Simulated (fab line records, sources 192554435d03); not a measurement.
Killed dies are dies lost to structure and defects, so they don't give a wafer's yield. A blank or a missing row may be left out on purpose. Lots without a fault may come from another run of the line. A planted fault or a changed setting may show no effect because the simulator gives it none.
Chamber matching | flow n5_finfet | N5_BEOL_M5_PECVD_70 on pecvd-02: 3 sister chambers
The step deposits SiO2 from TEOS/O2, target thk 16 nm, time 18 s. 20 wafers are shown with their chamber, then 10 later ones without.

WAFERS WITH THEIR CHAMBER
wafer  | chamber | throttle_valve_pct (%) | heater_power_w (W) | showerhead_plenum_p_Torr (Torr)
L077.1 | 0       | 22.5                   | 796                | 8.75
L077.3 | 2       | 20.8                   | 592                | 8.70
L077.6 | 1       | 23.8                   | 825                | 8.74
L078.1 | 1       | 23.8                   | 769                | 8.74
L078.5 | 1       | 23.9                   | 789                | 8.73
L078.6 | 2       | 20.7                   | 631                | 8.69
L080.2 | 0       | 22.7                   | 746                | 8.77
L080.4 | 0       | 22.8                   | 741                | 8.77
L080.6 | 1       | 23.6                   | 860                | 8.73
L081.2 | 1       | 23.9                   | 835                | 8.75
L081.3 | 0       | 22.7                   | 737                | 8.73
L081.4 | 1       | 24.0                   | 825                | 8.72
L084.1 | 2       | 20.9                   | 630                | 8.70
L084.3 | 0       | 22.8                   | 666                | 8.74
L084.6 | 2       | 20.8                   | 644                | 8.67
L086.1 | 2       | 21.1                   | 549                | 8.68
L086.3 | 0       | 23.0                   | 790                | 8.73
L086.4 | 0       | 22.6                   | 641                | 8.74
L091.1 | 2       | 21.0                   | 627                | 8.70
L091.3 | 0       | 23.0                   | 686                | 8.75

SIGNATURES (means of the wafers above)
reading                  | chamber 0 | chamber 1 | chamber 2 | scatter within a chamber
throttle_valve_pct       | 22.762    | 23.833    | 20.883    | 0.157
heater_power_w           | 725.38    | 817.17    | 612.17    | 44.6
showerhead_plenum_p_Torr | 8.7475    | 8.7350    | 8.6900    | 0.0135
Rule: a wafer's distance from a chamber is the root of the sum, over the readings, of the square of ((its reading less the chamber's mean) divided by the reading's scatter). The wafer belongs to the nearest chamber; if the next one is less than 2 further off, it can't be placed. The scatter: the root of (the sum of the squares of (reading less its chamber's mean) over the shown wafers, divided by (wafers less chambers)).

WAFERS WITHOUT THEIR CHAMBER
wafer  | throttle_valve_pct (%) | heater_power_w (W) | showerhead_plenum_p_Torr (Torr)
L091.5 | 23.0                   | 697                | 8.76
L094.2 | 23.7                   | 815                | 8.72
L094.4 | 21.0                   | 563                | 8.69
L094.6 | 21.0                   | 554                | 8.69
L097.1 | 21.3                   | 623                | 8.70
L097.2 | 24.0                   | 800                | 8.72
L097.3 | 23.0                   | 806                | 8.78
L097.4 | 23.6                   | 798                | 8.75
L097.5 | 20.9                   | 615                | 8.68
L097.6 | 23.1                   | 805                | 8.78

WHICH CHAMBER EACH WENT THROUGH
wafer  | from the rows above | in truth
L091.5 | 0                   | 0
L094.2 | 1                   | 1
L094.4 | 2                   | 2
L094.6 | 2                   | 2
L097.1 | 2                   | 2
L097.2 | 1                   | 1
L097.3 | 0                   | 0
L097.4 | 1                   | 1
L097.5 | 2                   | 2
L097.6 | 0                   | 0
Placed correctly: 10 of 10. Can't be placed from these rows: 0. Placed wrongly: 0.
